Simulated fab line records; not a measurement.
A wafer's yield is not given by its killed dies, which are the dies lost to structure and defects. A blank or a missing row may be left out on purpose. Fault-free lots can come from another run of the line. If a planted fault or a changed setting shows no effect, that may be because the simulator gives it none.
Which of the tools did it? :: flow n5 finfet :: 9 lots with 26 wafers sampled at 6 steps, on a route of 1938 steps

## WHAT THE GAUGES READ, wafer by wafer
N5_BEOL_M4_RC_MEAS_101. Usual: DIBL_N 36.6 mV/V, standard deviation 2.1; DIBL_P 36.5 mV/V, standard deviation 2.7; IOFF_N 0.17 nA/um, standard deviation 0.043; IOFF_P 0.22 nA/um, standard deviation 0.045; ION_N 674 uA/um, standard deviation 17; ION_P 461 uA/um, standard deviation 9.9; SS_N 71.7 mV/dec, standard deviation 0.79; SS_P 73.4 mV/dec, standard deviation 0.79; VT_N 249 mV, standard deviation 4; VT_P -250 mV, standard deviation 3.3.
lot: L286
measured: day 9 23:44
on: prober-02
DIBL_N (mV/V): 39.5 39.0 37.1
DIBL_P (mV/V): 41.3 40.2 36.6
IOFF_N (nA/um): 0.25 0.25 0.20
IOFF_P (nA/um): 0.30 0.30 0.23
ION_N (uA/um): 692 689 687
ION_P (uA/um): 469 468 465
SS_N (mV/dec): 73.0 72.0 72.0
SS_P (mV/dec): 74.9 74.1 73.9
VT_N (mV): 244 242 248
VT_P (mV): -246 -245 -246
flag: 

lot: L299
measured: day 12 03:50
on: prober-01
DIBL_N (mV/V): 37.2 38.0 35.6
DIBL_P (mV/V): 37.6 39.5 34.8
IOFF_N (nA/um): 0.17 0.20 0.15
IOFF_P (nA/um): 0.22 0.25 0.18
ION_N (uA/um): 658 682 673
ION_P (uA/um): 452 465 455
SS_N (mV/dec): 71.1 72.1 71.3
SS_P (mV/dec): 74.0 73.7 73.8
VT_N (mV): 250 245 251
VT_P (mV): -249 -248 -250
flag: 

lot: L294
measured: day 12 05:52
on: prober-02
DIBL_N (mV/V): 35.7 36.4 35.5
DIBL_P (mV/V): 36.7 37.6 36.8
IOFF_N (nA/um): 0.15 0.16 0.14
IOFF_P (nA/um): 0.22 0.24 0.22
ION_N (uA/um): 667 666 673
ION_P (uA/um): 466 466 465
SS_N (mV/dec): 71.7 71.9 70.7
SS_P (mV/dec): 73.9 73.5 73.5
VT_N (mV): 253 252 252
VT_P (mV): -248 -247 -249
flag: 

lot: L296
measured: day 12 05:59
on: prober-01
DIBL_N (mV/V): 39.8 36.4 31.1
DIBL_P (mV/V): 41.0 36.3 30.7
IOFF_N (nA/um): 0.22 0.14 0.09
IOFF_P (nA/um): 0.27 0.19 0.13
ION_N (uA/um): 696 658 644
ION_P (uA/um): 465 452 447
SS_N (mV/dec): 72.8 71.2 69.8
SS_P (mV/dec): 74.6 72.9 72.0
VT_N (mV): 245 255 257
VT_P (mV): -246 -252 -255
flag: 

lot: L297
measured: day 12 10:00
on: prober-02
DIBL_N (mV/V): 37.2 39.3 35.4
DIBL_P (mV/V): 38.4 40.1 35.7
IOFF_N (nA/um): 0.15 0.21 0.14
IOFF_P (nA/um): 0.22 0.26 0.18
ION_N (uA/um): 660 677 668
ION_P (uA/um): 455 462 460
SS_N (mV/dec): 72.0 72.3 71.1
SS_P (mV/dec): 73.3 73.8 72.7
VT_N (mV): 252 245 248
VT_P (mV): -249 -247 -250
flag: 

lot: L301
measured: day 12 20:22
on: prober-02
DIBL_N (mV/V): 35.6 35.8 37.1
DIBL_P (mV/V): 35.6 36.1 37.1
IOFF_N (nA/um): 0.15 0.16 0.19
IOFF_P (nA/um): 0.19 0.19 0.22
ION_N (uA/um): 665 681 673
ION_P (uA/um): 447 456 449
SS_N (mV/dec): 71.4 71.3 72.3
SS_P (mV/dec): 73.5 73.6 73.9
VT_N (mV): 252 250 246
VT_P (mV): -254 -254 -253
flag: 

lot: L302
measured: day 14 02:22
on: prober-02
DIBL_N (mV/V): 36.5 40.9 36.9
DIBL_P (mV/V): 38.2 43.3 38.2
IOFF_N (nA/um): 0.16 0.30 0.18
IOFF_P (nA/um): 0.23 0.37 0.23
ION_N (uA/um): 661 712 682
ION_P (uA/um): 455 483 462
SS_N (mV/dec): 71.5 72.4 71.4
SS_P (mV/dec): 74.0 75.4 74.2
VT_N (mV): 251 240 247
VT_P (mV): -251 -245 -251
flag: 

lot: L304
measured: day 14 08:18
on: prober-02
DIBL_N (mV/V): 38.0 37.7 35.5
DIBL_P (mV/V): 35.3 35.8 33.8
IOFF_N (nA/um): 0.19 0.16 0.14
IOFF_P (nA/um): 0.20 0.20 0.17
ION_N (uA/um): 693 654 680
ION_P (uA/um): 467 445 472
SS_N (mV/dec): 72.9 71.8 71.3
SS_P (mV/dec): 73.4 73.4 73.6
VT_N (mV): 246 251 251
VT_P (mV): -252 -252 -252
flag: 

lot: L303
measured: day 15 04:58
on: prober-02
DIBL_N (mV/V): 34.8 33.9
DIBL_P (mV/V): 32.7 32.3
IOFF_N (nA/um): 0.12 0.10
IOFF_P (nA/um): 0.14 0.14
ION_N (uA/um): 672 645
ION_P (uA/um): 456 446
SS_N (mV/dec): 70.9 70.4
SS_P (mV/dec): 72.0 72.4
VT_N (mV): 254 257
VT_P (mV): -254 -256
flag: 

N5_BEOL_M13_CD_MEAS_17: the cd target is 190 nm. Usual: 190.2 nm for cd nm, sd 2.5.
lot: L286
measured: day 12 21:06
on: cd sem-01
cd nm (nm): 194.4 193.4 191.8
flag: 

lot: L299
measured: day 15 09:07
on: cd sem-01
cd nm (nm): 187.9 189.7 187.6
flag: 

lot: L294
measured: day 15 06:13
on: cd sem-01
cd nm (nm): 188.6 189.0 189.1
flag: 

lot: L296
measured: day 15 04:13
on: cd sem-01
cd nm (nm): 188.5 187.4 186.9
flag: 

lot: L297
measured: day 15 10:32
on: cd sem-03
cd nm (nm): 189.9 191.2 190.1
flag: 

lot: L301
measured: day 15 19:33
on: cd sem-02
cd nm (nm): 189.2 192.3 192.4
flag: 

lot: L302
measured: day 17 01:34
on: cd sem-01
cd nm (nm): 190.5 192.5 190.3
flag: 

lot: L304
measured: day 17 08:36
on: cd sem-03
cd nm (nm): 190.2 193.0 189.1
flag: 

lot: L303
measured: day 18 06:29
on: cd sem-03
cd nm (nm): 187.4 189.0
flag: 

N5_BEOL_M13_OCD_MEAS_35. Usual: 410 nm for trench depth nm, sd 8.6.
lot: L286
measured: day 12 22:07
on: ocd-02
trench depth nm (nm): 400 407 416
flag: 

lot: L299
measured: day 15 10:14
on: ocd-01
trench depth nm (nm): 408 418 406
flag: 

lot: L294
measured: day 15 07:22
on: ocd-01
trench depth nm (nm): - - -
flag: OFF

lot: L296
measured: day 15 05:12
on: ocd-01
trench depth nm (nm): - - -
flag: OFF

lot: L297
measured: day 15 11:32
on: ocd-01
trench depth nm (nm): - - -
flag: OFF

lot: L301
measured: day 15 20:40
on: ocd-02
trench depth nm (nm): 409 417 409
flag: 

lot: L302
measured: day 17 02:41
on: ocd-02
trench depth nm (nm): 413 413 396
flag: 

lot: L304
measured: day 17 09:36
on: ocd-02
trench depth nm (nm): 416 406 416
flag: 

lot: L303
measured: day 18 07:37
on: ocd-02
trench depth nm (nm): 423 401
flag: 

## EACH LOT AND THE TOOL THAT RAN IT (in order: tool; ch and the chambers of the sampled wafers; start)
lot: L286
N5_BEOL_M13_ILD_DEP_00: pecvd-03 ch 0,2, day 12 19:49
N5_BEOL_M13_ETCH_59: rie diel-05 ch 0,2,3, day 12 20:36
N5_BEOL_M13_ETCH_67: rie diel-04 ch 0,1,3, day 12 21:34

lot: L299
N5_BEOL_M13_ILD_DEP_00: pecvd-02 ch 0,1, day 15 07:55
N5_BEOL_M13_ETCH_59: rie diel-04 ch 0,3, day 15 08:37
N5_BEOL_M13_ETCH_67: rie diel-04 ch 0,1,3, day 15 09:41

lot: L294
N5_BEOL_M13_ILD_DEP_00: pecvd-02 ch 0,1,2, day 15 04:50
N5_BEOL_M13_ETCH_59: rie diel-05 ch 1,2, day 15 05:25
N5_BEOL_M13_ETCH_67: rie diel-04 ch 0,1,2, day 15 06:49

lot: L296
N5_BEOL_M13_ILD_DEP_00: pecvd-04 ch 0,1, day 15 03:02
N5_BEOL_M13_ETCH_59: rie diel-02 ch 0,2, day 15 03:43
N5_BEOL_M13_ETCH_67: rie diel-04 ch 1,3, day 15 04:40

lot: L297
N5_BEOL_M13_ILD_DEP_00: pecvd-04 ch 0,1,2, day 15 09:28
N5_BEOL_M13_ETCH_59: rie diel-02 ch 1,2,3, day 15 10:03
N5_BEOL_M13_ETCH_67: rie diel-02 ch 0,1,2, day 15 10:59

lot: L301
N5_BEOL_M13_ILD_DEP_00: pecvd-03 ch 0,1,2, day 15 18:29
N5_BEOL_M13_ETCH_59: rie diel-05 ch 0,1, day 15 19:04
N5_BEOL_M13_ETCH_67: rie diel-04 ch 0,1,3, day 15 20:08

lot: L302
N5_BEOL_M13_ILD_DEP_00: pecvd-03 ch 0,2, day 17 00:24
N5_BEOL_M13_ETCH_59: rie diel-04 ch 0,1,3, day 17 01:02
N5_BEOL_M13_ETCH_67: rie diel-02 ch 1,2,3, day 17 02:08

lot: L304
N5_BEOL_M13_ILD_DEP_00: pecvd-03 ch 0,2, day 17 07:21
N5_BEOL_M13_ETCH_59: rie diel-02 ch 1,2, day 17 08:07
N5_BEOL_M13_ETCH_67: rie diel-04 ch 0,2, day 17 09:03

lot: L303
N5_BEOL_M13_ILD_DEP_00: pecvd-04 ch 0,1, day 18 05:21
N5_BEOL_M13_ETCH_59: rie diel-02 ch 0,1, day 18 05:59
N5_BEOL_M13_ETCH_67: rie diel-02 ch 0,1, day 18 07:04
- N5_BEOL_M13_ILD_DEP_00: deposits SiOC from DEMS/O2, target thk 837.92 nm, time 166.4 s.
- N5_BEOL_M13_ETCH_59: etches BARC in N2/H2, target depth 89 nm, overetch 26.7 nm, time 67.9 s.
- N5_BEOL_M13_ETCH_67: etches SiARC in CF4, target depth 143 nm, time 238.3 s.

## WHAT THE TOOLS THEMSELVES READ (means of the sampled wafers that have a number; where no wafer has one, the mark that the record gives instead)
N5_BEOL_M13_ILD_DEP_00. Usual: chamber pressure Torr 5.000 Torr, standard deviation 0.011; heater power w 501 W, standard deviation 84; rf fwd power W 498.1 W, standard deviation 1.5; showerhead plenum p Torr 5.703 Torr, standard deviation 0.012; throttle valve pct 11.8 %, standard deviation 0.8.
lot: L286
tool: pecvd-03
chamber pressure Torr (Torr): 5.006
heater power w (W): 552
rf fwd power W (W): 497.9
showerhead plenum p Torr (Torr): 5.705
throttle valve pct (%): 10.7
flag: 

lot: L299
tool: pecvd-02
chamber pressure Torr (Torr): 5.013
heater power w (W): 404
rf fwd power W (W): 497.8
showerhead plenum p Torr (Torr): 5.692
throttle valve pct (%): 11.8
flag: 

lot: L294
tool: pecvd-02
chamber pressure Torr (Torr): 4.995
heater power w (W): 462
rf fwd power W (W): 498.7
showerhead plenum p Torr (Torr): 5.701
throttle valve pct (%): 11.5
flag: 

lot: L296
tool: pecvd-04
chamber pressure Torr (Torr): 5.004
heater power w (W): 485
rf fwd power W (W): 497.5
showerhead plenum p Torr (Torr): 5.712
throttle valve pct (%): 12.7
flag: 

lot: L297
tool: pecvd-04
chamber pressure Torr (Torr): 5.009
heater power w (W): 479
rf fwd power W (W): 499.5
showerhead plenum p Torr (Torr): 5.712
throttle valve pct (%): 12.7
flag: 

lot: L301
tool: pecvd-03
chamber pressure Torr (Torr): 4.993
heater power w (W): 520
rf fwd power W (W): 498.1
showerhead plenum p Torr (Torr): 5.714
throttle valve pct (%): 11.2
flag: 

lot: L302
tool: pecvd-03
chamber pressure Torr (Torr): 5.003
heater power w (W): 521
rf fwd power W (W): 497.3
showerhead plenum p Torr (Torr): 5.699
throttle valve pct (%): 10.7
flag: 

lot: L304
tool: pecvd-03
chamber pressure Torr (Torr): 5.000
heater power w (W): 477
rf fwd power W (W): 495.9
showerhead plenum p Torr (Torr): 5.705
throttle valve pct (%): 10.7
flag: 

lot: L303
tool: pecvd-04
chamber pressure Torr (Torr): 4.999
heater power w (W): 494
rf fwd power W (W): 499.0
showerhead plenum p Torr (Torr): 5.705
throttle valve pct (%): 12.9
flag: 

N5_BEOL_M13_ETCH_59. Usual: bias w 150.1 W, standard deviation 0.46; chamber pressure mTorr 29.998 mTorr, standard deviation 0.027; drypump motor current A 5.6 A, standard deviation 0.44; oes product au 0.70 a.u., standard deviation 0.075; rf fwd power W 832 W, standard deviation 4.2; rf vpp V 525.0 V, standard deviation 2.1; showerhead plenum p Torr 2.59 Torr, standard deviation 0.077; throttle valve pct 17.9 %, standard deviation 0.33.
lot: L286
tool: rie diel-05
bias w (W): 150.1
chamber pressure mTorr (mTorr): 29.994
drypump motor current A (A): 5.9
oes product au (a.u.): 0.71
rf fwd power W (W): 833
rf vpp V (V): 523.7
showerhead plenum p Torr (Torr): 2.53
throttle valve pct (%): 18.0
flag: 

lot: L299
tool: rie diel-04
bias w (W): 149.8
chamber pressure mTorr (mTorr): 30.015
drypump motor current A (A): 5.2
oes product au (a.u.): 0.72
rf fwd power W (W): 834
rf vpp V (V): 527.0
showerhead plenum p Torr (Torr): 2.63
throttle valve pct (%): 17.3
flag: 

lot: L294
tool: rie diel-05
bias w (W): 150.0
chamber pressure mTorr (mTorr): 29.978
drypump motor current A (A): 5.6
oes product au (a.u.): 0.79
rf fwd power W (W): 836
rf vpp V (V): 522.7
showerhead plenum p Torr (Torr): 2.50
throttle valve pct (%): 17.7
flag: 

lot: L296
tool: rie diel-02
bias w (W): 149.9
chamber pressure mTorr (mTorr): 29.965
drypump motor current A (A): 5.9
oes product au (a.u.): 0.66
rf fwd power W (W): 831
rf vpp V (V): 522.2
showerhead plenum p Torr (Torr): 2.50
throttle valve pct (%): 18.1
flag: 

lot: L297
tool: rie diel-02
bias w (W): 149.4
chamber pressure mTorr (mTorr): 30.008
drypump motor current A (A): 5.6
oes product au (a.u.): 0.68
rf fwd power W (W): 833
rf vpp V (V): 525.4
showerhead plenum p Torr (Torr): 2.61
throttle valve pct (%): 18.1
flag: 

lot: L301
tool: rie diel-05
bias w (W): 150.3
chamber pressure mTorr (mTorr): 30.031
drypump motor current A (A): 5.8
oes product au (a.u.): 0.74
rf fwd power W (W): 834
rf vpp V (V): 523.9
showerhead plenum p Torr (Torr): 2.54
throttle valve pct (%): 18.0
flag: 

lot: L302
tool: rie diel-04
bias w (W): 149.8
chamber pressure mTorr (mTorr): 30.003
drypump motor current A (A): 5.5
oes product au (a.u.): 0.73
rf fwd power W (W): 832
rf vpp V (V): 526.8
showerhead plenum p Torr (Torr): 2.64
throttle valve pct (%): 17.6
flag: 

lot: L304
tool: rie diel-02
bias w (W): 150.5
chamber pressure mTorr (mTorr): 29.997
drypump motor current A (A): 5.8
oes product au (a.u.): 0.64
rf fwd power W (W): 829
rf vpp V (V): 525.2
showerhead plenum p Torr (Torr): 2.58
throttle valve pct (%): 18.2
flag: 

lot: L303
tool: rie diel-02
bias w (W): 149.8
chamber pressure mTorr (mTorr): 29.980
drypump motor current A (A): 6.0
oes product au (a.u.): 0.71
rf fwd power W (W): 830
rf vpp V (V): 524.2
showerhead plenum p Torr (Torr): 2.56
throttle valve pct (%): 18.0
flag: 

N5_BEOL_M13_ETCH_67. Usual: bias w 36.00 W, standard deviation 0.1; cf4 flow sccm 100.0 sccm, standard deviation 0.31; drypump motor current A 5.6 A, standard deviation 0.45; etch rf on time s 241 s, standard deviation 6.9; oes product au 0.69 a.u., standard deviation 0.082; rf fwd power W 542.9 W, standard deviation 1.8; rf vpp V 184.4 V, standard deviation 1.1; showerhead plenum p Torr 2.18 Torr, standard deviation 0.069; throttle valve pct 15.56 %, standard deviation 0.28.
lot: L286
tool: rie diel-04
bias w (W): 36.05
cf4 flow sccm (sccm): 99.9
drypump motor current A (A): 5.5
etch rf on time s (s): 244
oes product au (a.u.): 0.76
rf fwd power W (W): 542.4
rf vpp V (V): 184.7
showerhead plenum p Torr (Torr): 2.25
throttle valve pct (%): 15.27
flag: 

lot: L299
tool: rie diel-04
bias w (W): 36.12
cf4 flow sccm (sccm): 99.9
drypump motor current A (A): 5.5
etch rf on time s (s): 240
oes product au (a.u.): 0.74
rf fwd power W (W): 542.5
rf vpp V (V): 185.2
showerhead plenum p Torr (Torr): 2.24
throttle valve pct (%): 15.32
flag: 

lot: L294
tool: rie diel-04
bias w (W): -
cf4 flow sccm (sccm): -
drypump motor current A (A): -
etch rf on time s (s): -
oes product au (a.u.): -
rf fwd power W (W): -
rf vpp V (V): -
showerhead plenum p Torr (Torr): -
throttle valve pct (%): -
flag: OFF

lot: L296
tool: rie diel-04
bias w (W): -
cf4 flow sccm (sccm): -
drypump motor current A (A): -
etch rf on time s (s): -
oes product au (a.u.): -
rf fwd power W (W): -
rf vpp V (V): -
showerhead plenum p Torr (Torr): -
throttle valve pct (%): -
flag: OFF

lot: L297
tool: rie diel-02
bias w (W): -
cf4 flow sccm (sccm): -
drypump motor current A (A): -
etch rf on time s (s): -
oes product au (a.u.): -
rf fwd power W (W): -
rf vpp V (V): -
showerhead plenum p Torr (Torr): -
throttle valve pct (%): -
flag: OFF

lot: L301
tool: rie diel-04
bias w (W): 35.87
cf4 flow sccm (sccm): 99.8
drypump motor current A (A): 5.5
etch rf on time s (s): 242
oes product au (a.u.): 0.73
rf fwd power W (W): 542.4
rf vpp V (V): 184.7
showerhead plenum p Torr (Torr): 2.24
throttle valve pct (%): 15.32
flag: 

lot: L302
tool: rie diel-02
bias w (W): 35.95
cf4 flow sccm (sccm): 100.0
drypump motor current A (A): 5.7
etch rf on time s (s): 243
oes product au (a.u.): 0.68
rf fwd power W (W): 542.3
rf vpp V (V): 184.7
showerhead plenum p Torr (Torr): 2.18
throttle valve pct (%): 15.71
flag: 

lot: L304
tool: rie diel-04
bias w (W): 35.94
cf4 flow sccm (sccm): 99.9
drypump motor current A (A): 5.0
etch rf on time s (s): 235
oes product au (a.u.): 0.67
rf fwd power W (W): 542.4
rf vpp V (V): 184.9
showerhead plenum p Torr (Torr): 2.17
throttle valve pct (%): 15.48
flag: 

lot: L303
tool: rie diel-02
bias w (W): 36.06
cf4 flow sccm (sccm): 100.3
drypump motor current A (A): 6.0
etch rf on time s (s): 244
oes product au (a.u.): 0.69
rf fwd power W (W): 539.7
rf vpp V (V): 185.1
showerhead plenum p Torr (Torr): 2.15
throttle valve pct (%): 15.69
flag: 

## THE ANSWER, worked out from the rows above alone
Rule: lot off if the mean of its wafers having a number is beyond 3 standard deviations from the usual mean. A lot without any number at a reading at which 4 lots or more have one is off too. The other lots that the step has rows for count as sound. The gauges are gone through in route order, then the tools' own readings, and for those a lot's mean is taken as printed above. At the first step where some lot is off, the reading lying furthest off is the one used; lots without a number count as furthest.
Off: L294, L296, L297, at N5_BEOL_M13_OCD_MEAS_35 (trench depth nm). Without a number there: L294, L296, L297.
If a tool, at a process step before that reading, ran all the lots that are off and no sound lot after the first of them, it fits. Not tried: the gauges at N5_BEOL_M13_OCD_MEAS_35; whatever is off there is also off at N5_BEOL_M13_ETCH_67, on other tools, and gauge error can't account for it. Of those tried, none fits.

## WHAT HAD BEEN PUT IN BY THE SIMULATOR
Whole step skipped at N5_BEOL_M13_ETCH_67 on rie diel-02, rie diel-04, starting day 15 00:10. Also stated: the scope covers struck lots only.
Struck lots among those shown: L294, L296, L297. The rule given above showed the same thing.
